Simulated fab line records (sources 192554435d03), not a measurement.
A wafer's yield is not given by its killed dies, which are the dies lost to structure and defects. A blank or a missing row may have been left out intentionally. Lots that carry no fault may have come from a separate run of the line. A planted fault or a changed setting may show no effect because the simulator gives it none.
Chamber matching + flow n5Finfet + rieDiel-01 running N5_BEOL_M0_STRIP_140: 4 sister chambers
The step strips in CF4. 4 wafers are shown with their chamber, then 8 later ones without.

## WAFERS WITH THEIR CHAMBER
| wafer  | chamber | showerheadPlenumPTorr (Torr) |
|--------|---------|------------------------------|
| L079.1 | 2       | 1.84                         |
| L082.6 | 0       | 1.72                         |
| L089.3 | 1       | 1.82                         |
| L092.1 | 3       | 1.81                         |

## WAFERS WITH NO CHAMBER GIVEN
| wafer  | showerheadPlenumPTorr (Torr) |
|--------|------------------------------|
| L092.2 | 1.71                         |
| L092.4 | 1.82                         |
| L091.1 | 1.71                         |
| L091.4 | 1.82                         |
| L091.5 | 1.80                         |
| L097.3 | 1.83                         |
| L097.4 | 1.80                         |
| L097.6 | 1.82                         |

## EACH ONE'S CHAMBER
| wafer  | from the rows above          | in truth |
|--------|------------------------------|----------|
| L092.2 | 0                            | 0        |
| L092.4 | can't be placed: 1 or 3      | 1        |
| L091.1 | 0                            | 0        |
| L091.4 | can't be placed: 1 or 3      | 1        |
| L091.5 | can't be placed: 3 or 1      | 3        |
| L097.3 | can't be placed: 1 or 2 or 3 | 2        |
| L097.4 | can't be placed: 3 or 1      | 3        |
| L097.6 | can't be placed: 1 or 3      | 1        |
Correctly placed: 2 of 8. Not placeable from these rows: 6 (in 6, the candidates include the true chamber). 0 placed wrongly.
How it was worked out, from the rows above alone: a wafer's distance from a chamber is the root of the sum, over the readings, of the square of ((its reading less the chamber's mean) divided by the reading's scatter). If the next closest chamber is less than 2 further off than the closest, the wafer can't be placed; otherwise it belongs to the closest. Each chamber's mean is taken over the wafers shown for it. The scatter: with one shown wafer a chamber, the root of the mean of the squares of how far each hidden wafer lies from its nearest shown one.
